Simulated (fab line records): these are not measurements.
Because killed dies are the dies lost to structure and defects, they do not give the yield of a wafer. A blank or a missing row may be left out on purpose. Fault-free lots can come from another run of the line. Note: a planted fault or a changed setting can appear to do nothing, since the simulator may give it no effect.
fab line records | flow n5Finfet | part 2 of 2: steps 5 to 6 of 6
[record] lots = 20 wafers = 60 lastDay = 17
route steps=1938 shown BEOL_M7@1279 BEOL_M8@1348
lots untouched by any fault: they come from a run of this same line in which no faults occurred
startH: hours from the record's first day to the start of the lot's first wafer shown | waitH: how many hours have passed since the lot's step before this one | " as in the row above | L1.1+2: one row covering several wafers at once | - no value, or no start was given | * or withheld: withheld | < > ~ a bound
route shown NAME@n: names a module that has steps shown in the file, with the first one's number in the route | usual: mean and standard deviation over wafers with no fault | same: alike in all rows | chamber/n: place in a boat | sites: per-site readings | _std_site: the values' standard deviation | _edge_site: mean of outer sites minus mean of inner sites | radiusMm: how far each site lies from the wafer's centre | mask NAME#n: copy n | behind: the last tool/chamber to shape the wafer | hold: what put the lot on hold/how long, in hours/how the hold closed | device: the transistor (n, p or np) that didn't switch | end of line: tests run on the same wafers once the route is complete | for a step that has no rows: nothing shown but its recipe | killed: count of dies lost to structure and defects at first sort (not the wafer's yield) | map: the dies of a wafer, with x for killed, . for not killed, _ for no die there
set.NAME: the run value of the setting; set.NAME@STEP: its run value at that earlier step | model.NAME: the simulator's own value behind a step, which no gauge read
the route's steps for a sample of lots (tables are steps, rows are wafers)
services: from which hour (startH, from the record's first day; less than 0 if before it) a tool's chamber was out of use, for how many hours, and why
[[steps]]
[step N5_BEOL_M8_DESCUM_16]
[recipe] chemistry = O2 timeS = 7.9 sourcePowerW = 50 biasPowerW = 20 pressureMtorr = 20 rfFrequencyHz = 2.712e+07 tempC = 40 resist = CAR-ArF o2FlowSccm = 225
[usual] drypumpMotorCurrentA = 5.3/0.55 oesProductAu = 0.80/0.1 rfVppV = 243.0/1.4 showerheadPlenumPTorr = 2.08/0.075 throttleValvePct = 20.37/0.21
// columns lot.wafer tool chamber startH waitH drypumpMotorCurrentA oesProductAu rfHoursCounterH rfVppV showerheadPlenumPTorr throttleValvePct
L074.3 rieDiel-01 2 190.70 0.0 6.3 0.68 244 243.6 2.04 20.43
L074.4 " 1 " " 4.7 0.72 200 244.4 2.16 20.55
L074.5 " 2 " " 6.3 0.69 - 242.4 2.04 20.43
L075.2 rieDiel-01 0 198.19 0.0 4.9 0.94 16 243.4 2.05 20.25
L075.4 " 2 " " 6.3 0.69 - 242.2 2.04 20.43
L075.6 " 1 " " 4.7 0.72 - 243.5 2.15 20.53
L077.1 rieDiel-04 0 205.98 0.0 5.5 1.01 0 242.9 2.03 20.29
L077.2 " 3 " " 4.9 0.68 214 243.2 2.14 20.64
L077.5 " 2 " " 5.3 0.71 - 243.7 2.02 20.50
L076.2 rieDiel-05 2 211.31 0.2 5.2 0.82 77 243.5 2.13 20.11
L076.5 " 1 " " 6.4 0.73 - 241.7 1.99 20.48
L076.6 " 2 " " 5.2 0.82 - 243.0 2.13 20.12
L080.1 rieDiel-04 0 217.65 0.2 5.4 0.95 6 241.7 2.02 20.30
L080.3 " 1 " " 5.3 0.91 19 244.5 2.24 20.31
L080.5 " 3 " " 4.9 0.68 - 245.3 2.14 20.64
L082.1 rieDiel-01 2 243.52 0.4 6.3 0.97 7 243.6 2.03 20.11
L082.2 " 1 " " 4.7 0.71 224 245.1 2.15 20.58
L082.6 " 1 " " 4.7 0.71 - 243.5 2.15 20.58
L084.2 rieDiel-01 0 261.34 0.0 4.9 0.87 43 243.3 2.04 20.28
L084.3 " 2 " " 6.3 0.94 12 242.0 2.03 20.10
L084.6 " 2 " " 6.3 0.95 - 242.4 2.03 20.12
L085.1 rieDiel-01 2 262.99 0.0 6.3 0.94 13 243.9 2.03 20.13
L085.3 " 3 " " 4.8 0.93 19 242.4 2.07 20.14
L085.6 " 3 " " 4.8 0.94 - 243.6 2.06 20.16
L086.1 rieDiel-05 0 264.50 0.0 6.0 0.87 41 241.2 2.03 19.94
L086.2 " 3 " " 4.9 0.71 218 242.1 2.00 20.66
L086.5 " 0 " " 6.0 0.85 - 243.1 2.03 19.93
L087.1 rieDiel-01 0 276.42 0.0 4.9 0.87 47 242.0 2.04 20.30
L087.4 " 2 " " 6.3 0.93 17 241.5 2.03 20.14
L087.6 " 1 " " 4.7 0.71 - 244.0 2.14 20.60
L089.2 rieDiel-04 3 277.30 0.0 4.8 0.67 239 244.6 2.13 20.70
L089.5 " 2 " " 5.3 0.68 - 241.4 2.02 20.53
L089.6 " 1 " " 5.3 0.88 - 244.8 2.24 20.31
L088.1 rieDiel-04 1 285.10 0.3 5.3 0.87 40 245.3 2.24 20.33
L088.3 " 3 " " 4.9 0.67 243 242.7 2.13 20.68
L088.6 " 2 " " 5.3 0.68 - 241.9 2.01 20.54
L090.2 rieDiel-04 3 293.73 1.0 4.8 0.67 248 243.0 2.13 20.70
L090.5 " 0 " " 5.4 0.90 - 241.5 2.02 20.32
L090.6 " 3 " " 4.8 0.67 - 244.3 2.13 20.70
L091.4 rieDiel-05 1 293.85 0.8 6.4 0.71 200 241.8 1.99 20.49
L091.5 " 3 " " 4.9 0.70 - 241.2 2.00 20.67
L091.6 " 2 " " 5.2 0.79 - 242.8 2.12 20.15
L092.2 rieDiel-04 2 310.89 0.2 5.3 0.66 247 241.0 2.01 20.54
L092.3 " 1 " " 5.3 0.86 52 244.0 2.23 20.36
L092.5 " 0 " " 5.5 0.88 - 242.6 2.01 20.35
L093.3 rieDiel-01 3 311.15 0.0 4.9 0.89 37 242.6 2.06 20.17
L093.5 " 2 " " 6.3 0.91 - 242.5 2.03 20.15
L093.6 " 1 " " 4.7 0.68 - 244.1 2.14 20.63
L094.1 rieDiel-05 0 314.93 0.0 5.9 0.85 58 240.7 2.02 19.96
L094.3 " 3 " " 4.8 0.70 234 242.0 1.99 20.71
L094.5 " 3 " " 4.9 0.70 - 241.8 1.99 20.69
L095.3 rieDiel-01 0 332.96 0.2 4.9 0.84 69 242.9 2.03 20.34
L095.4 " 3 " " 4.9 0.87 - 242.4 2.06 20.19
L095.5 " 0 " " 4.9 0.84 - 243.2 2.03 20.33
L096.3 rieDiel-04 3 335.45 0.0 4.9 0.95 7 244.5 2.13 20.24
L096.5 " 3 " " 4.9 0.95 - 243.1 2.13 20.27
L096.6 " 0 " " 5.5 0.87 - 241.8 2.01 20.37
L097.1 rieDiel-04 1 335.71 0.0 5.3 0.84 63 245.0 2.23 20.37
L097.2 " 3 " " 4.9 0.95 7 243.4 2.13 20.24
L097.6 " 3 " " 4.9 0.94 - 244.9 2.13 20.25
[step N5_BEOL_M8_ETCH_61]
[recipe] chemistry = CF4 target = SiARC targetDepthA = 455 maskMaterial = CAR-ArF timeS = 75.8 ionEnergyEv = 80 pressureMtorr = 40 sourceW = 545 biasW = 36 Ar_flow_sccm = 100 cf4FlowSccm = 100 ends = cleared
[usual] drypumpMotorCurrentA = 5.3/0.55 etchRfOnTimeS = 76.8/2 mfcArSccm = 100.0/0.34 oesProductAu = 0.68/0.086 rfVppV = 183.8/1.2 showerheadPlenumPTorr = 2.13/0.071 throttleValvePct = 15.54/0.26
// columns lot.wafer tool chamber startH waitH drypumpMotorCurrentA etchRfOnTimeS mfcArSccm oesProductAu rfHoursCounterH rfVppV showerheadPlenumPTorr throttleValvePct
L074.3 rieDiel-01 2 190.74 0.0 6.3 79.6 100.6 0.56 244 183.5 2.09 15.77
L074.4 " 1 " " 4.7 76.0 100.3 0.62 200 186.0 2.21 15.72
L074.5 " 2 " " 6.3 79.4 100.4 0.56 - 184.0 2.09 15.78
L075.2 rieDiel-01 0 198.23 0.0 4.9 77.6 100.0 0.78 16 185.9 2.12 15.48
L075.4 " 2 " " 6.3 80.3 99.2 0.56 - 182.4 2.09 15.75
L075.6 " 1 " " 4.7 75.8 100.5 0.62 - 184.1 2.21 15.74
L077.1 rieDiel-04 0 206.01 0.0 5.4 74.6 99.9 0.86 0 184.0 2.11 15.61
L077.2 " 3 " " 4.9 78.8 99.6 0.59 214 185.0 2.22 16.00
L077.5 " 2 " " 5.3 74.4 99.9 0.60 - 182.1 2.04 15.44
L076.2 rieDiel-05 2 211.35 0.0 5.2 73.8 100.7 0.71 77 185.8 2.17 15.25
L076.5 " 1 " " 6.4 79.6 99.8 0.62 - 182.0 2.06 15.71
L076.6 " 2 " " 5.2 74.3 100.1 0.70 - 184.3 2.17 15.26
L080.1 rieDiel-04 0 217.69 0.0 5.5 75.1 100.5 0.83 6 183.3 2.11 15.61
L080.3 " 1 " " 5.3 76.7 100.0 0.77 19 185.0 2.25 15.24
L080.5 " 3 " " 4.9 79.2 99.7 0.58 - 183.7 2.22 16.02
L082.1 rieDiel-01 2 243.55 0.0 6.3 78.5 99.9 0.79 7 184.2 2.09 15.30
L082.2 " 1 " " 4.7 75.4 99.7 0.61 224 185.0 2.20 15.79
L082.6 " 1 " " 4.7 75.3 100.4 0.60 - 184.5 2.20 15.80
L084.2 rieDiel-01 0 261.38 0.0 4.9 76.9 99.8 0.74 43 184.7 2.11 15.52
L084.3 " 2 " " 6.3 79.4 99.9 0.77 12 183.9 2.08 15.30
L084.6 " 2 " " 6.3 80.4 100.3 0.77 - 182.6 2.08 15.31
L085.1 rieDiel-01 2 263.02 0.0 6.3 78.1 100.8 0.78 13 183.6 2.08 15.32
L085.3 " 3 " " 4.8 73.6 100.0 0.79 19 183.4 2.09 15.11
L085.6 " 3 " " 4.8 73.8 100.0 0.79 - 184.2 2.09 15.10
L086.1 rieDiel-05 0 264.54 0.0 6.0 76.2 100.0 0.74 41 182.8 2.08 15.16
L086.2 " 3 " " 4.9 74.3 99.8 0.61 218 183.2 2.03 15.71
L086.5 " 0 " " 6.0 75.3 99.7 0.75 - 183.7 2.08 15.17
L087.1 rieDiel-01 0 276.46 0.0 4.9 77.1 100.1 0.73 47 182.7 2.11 15.54
L087.4 " 2 " " 6.3 79.2 100.4 0.77 17 182.4 2.08 15.31
L087.6 " 1 " " 4.7 76.1 100.6 0.60 - 184.3 2.19 15.80
L089.2 rieDiel-04 3 277.33 0.0 4.9 79.7 100.3 0.57 239 184.2 2.21 16.06
L089.5 " 2 " " 5.3 76.1 99.8 0.58 - 183.8 2.04 15.50
L089.6 " 1 " " 5.3 78.6 99.4 0.73 - 185.6 2.25 15.29
L088.1 rieDiel-04 1 285.14 0.0 5.3 76.1 99.8 0.75 40 185.5 2.25 15.29
L088.3 " 3 " " 4.9 79.6 99.9 0.56 243 185.2 2.21 16.07
L088.6 " 2 " " 5.3 75.7 100.9 0.58 - 181.8 2.03 15.50
L090.2 rieDiel-04 3 293.77 0.0 4.9 79.3 100.0 0.56 248 183.9 2.21 16.07
L090.5 " 0 " " 5.4 75.1 99.9 0.77 - 182.8 2.10 15.67
L090.6 " 3 " " 4.9 79.3 100.2 0.56 - 183.7 2.21 16.09
L091.4 rieDiel-05 1 293.88 0.0 6.5 80.5 100.1 0.61 200 182.5 2.06 15.76
L091.5 " 3 " " 4.9 75.2 99.8 0.60 - 181.4 2.02 15.75
L091.6 " 2 " " 5.2 74.4 99.7 0.68 - 185.0 2.16 15.32
L092.2 rieDiel-04 2 310.93 0.0 5.3 75.9 100.5 0.57 247 183.0 2.03 15.53
L092.3 " 1 " " 5.3 78.2 99.8 0.71 52 186.0 2.24 15.30
L092.5 " 0 " " 5.5 75.4 100.2 0.77 - 184.1 2.10 15.68
L093.3 rieDiel-01 3 311.18 0.0 4.9 75.9 100.4 0.75 37 182.7 2.08 15.13
L093.5 " 2 " " 6.3 80.0 99.8 0.73 - 183.8 2.08 15.35
L093.6 " 1 " " 4.7 76.8 99.4 0.59 - 186.0 2.19 15.84
L094.1 rieDiel-05 0 314.97 0.0 6.0 75.6 100.3 0.72 58 183.8 2.07 15.21
L094.3 " 3 " " 4.9 74.5 99.7 0.60 234 182.4 2.02 15.76
L094.5 " 3 " " 4.9 74.1 100.1 0.60 - 182.3 2.02 15.76
L095.3 rieDiel-01 0 333.00 0.0 4.9 76.0 99.6 0.72 69 182.9 2.10 15.56
L095.4 " 3 " " 4.8 75.7 99.7 0.73 - 184.3 2.08 15.17
L095.5 " 0 " " 4.9 76.8 99.7 0.71 - 184.2 2.10 15.57
L096.3 rieDiel-04 3 335.48 0.0 4.9 75.9 99.8 0.80 7 184.7 2.21 15.56
L096.5 " 3 " " 4.9 76.2 99.9 0.80 - 185.4 2.21 15.57
L096.6 " 0 " " 5.4 75.4 100.0 0.76 - 182.7 2.10 15.71
L097.1 rieDiel-04 1 335.74 0.0 5.4 78.3 99.5 0.70 63 184.4 2.24 15.32
L097.2 " 3 " " 4.9 75.9 100.2 0.80 7 183.3 2.21 15.57
L097.6 " 3 " " 4.9 76.2 99.7 0.80 - 184.6 2.21 15.56
[[services]]
// columns tool chamber startH hours kind
rieDiel-04 1 165.36 - clean
rieDiel-04 1 165.36 - consumableReplace:focusRing
rieDiel-04 1 165.36 - consumableReplace:showerhead
rieDiel-04 1 165.36 12.3 scheduledDown
rieDiel-04 1 165.36 12.3 ventCycle
rieMetal-03 - 169.47 2.0 repair
rieMetal-02 - 170.17 0.7 repair
rtpAnneal-02 - 175.38 5.5 pm
rieDiel-04 0 177.71 - clean
rieMetal-02 0 186.25 6.2 repair
rieDiel-03 - 220.73 0.9 repair
rieDiel-02 3 229.20 1.3 repair
rieDiel-03 0 237.94 16.9 repair
rieDiel-04 - 240.99 2.6 repair
rieMetal-01 - 242.11 2.8 pm
rieMetal-03 - 244.88 15.6 pm
rieDiel-05 1 254.24 8.0 repair
rieMetal-02 - 268.80 1.4 pm
rieDiel-01 0 269.87 1.4 repair
rieMetal-03 - 275.15 2.8 pm
rieDiel-05 - 282.41 10.9 repair
rieDiel-05 2 299.44 23.6 repair
rieDiel-05 1 319.97 6.9 repair
rieDiel-04 2 320.59 4.6 repair
